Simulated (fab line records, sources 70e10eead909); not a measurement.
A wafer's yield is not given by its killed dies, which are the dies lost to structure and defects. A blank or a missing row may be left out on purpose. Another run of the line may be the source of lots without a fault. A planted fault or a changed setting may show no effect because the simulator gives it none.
Which tool is to blame? / flow nand harc / Sampling: 6 lots, 18 wafers, 4 of 1302 route steps

WHAT THE GAUGES SHOWED, per wafer
NHARC_END_SORT_01.
lot / measured / on / killed at array

TOOL THAT RAN EACH LOT (tool first, then ch and the chambers of the sampled wafers, then the start)
lot=L616; NHARC_A_ONON_D1_DEP_16=pecvd onon-01 ch 0, day 8 14:15; NHARC_THIN_TSV_DEP_43=pecvd-04 ch 1,2, day 24 08:56; NHARC_THIN_TSV_PRE_CLEAN_50=pvd sputter-01, no start
lot=L618; NHARC_A_ONON_D1_DEP_16=pecvd onon-01 ch 0, day 9 07:09; NHARC_THIN_TSV_DEP_43=pecvd-02 ch 0,1,2, day 24 07:46; NHARC_THIN_TSV_PRE_CLEAN_50=pvd sputter-03, no start
lot=L620; NHARC_A_ONON_D1_DEP_16=pecvd onon-02 ch 0, day 10 11:34; NHARC_THIN_TSV_DEP_43=pecvd-04 ch 0,2, day 25 04:43; NHARC_THIN_TSV_PRE_CLEAN_50=pvd sputter-02, no start
lot=L622; NHARC_A_ONON_D1_DEP_16=pecvd onon-01 ch 0, day 11 09:31; NHARC_THIN_TSV_DEP_43=pecvd-02 ch 0,2, day 26 21:58; NHARC_THIN_TSV_PRE_CLEAN_50=pvd sputter-02, no start
lot=L625; NHARC_A_ONON_D1_DEP_16=pecvd onon-04 ch 0, day 12 15:18; NHARC_THIN_TSV_DEP_43=pecvd-01 ch 1,2, day 27 22:22; NHARC_THIN_TSV_PRE_CLEAN_50=pvd sputter-03, no start
lot=L627; NHARC_A_ONON_D1_DEP_16=pecvd onon-01 ch 0, day 12 23:31; NHARC_THIN_TSV_DEP_43=pecvd-02 ch 1,2, day 27 23:32; NHARC_THIN_TSV_PRE_CLEAN_50=pvd sputter-01, no start
- NHARC_A_ONON_D1_DEP_16: target thk 1000 nm.
- NHARC_THIN_TSV_DEP_43: deposits SiO2, target thk 1328.5 nm.
- NHARC_THIN_TSV_PRE_CLEAN_50: time 30 s.

THE ANSWER, worked out from the rows above alone
Rule: the usual values come from the lots themselves. Put in order of their means at a reading, lots are off if they are a third of the lots or fewer, leave a main group of 4 or more, and stand apart from it by a gap of 3 or more times the standard deviation of the main group's means; of several such gaps the widest counts. The tables above print the reading to a certain number of digits; a main group whose means all agree to those digits is not used. A lot without any number at a reading at which 4 lots or more have one is off too. Any other lot the step has rows for is counted as sound.
Nothing can be told from this: no lot is off at any reading shown.

WHAT THE SIMULATOR PUT IN
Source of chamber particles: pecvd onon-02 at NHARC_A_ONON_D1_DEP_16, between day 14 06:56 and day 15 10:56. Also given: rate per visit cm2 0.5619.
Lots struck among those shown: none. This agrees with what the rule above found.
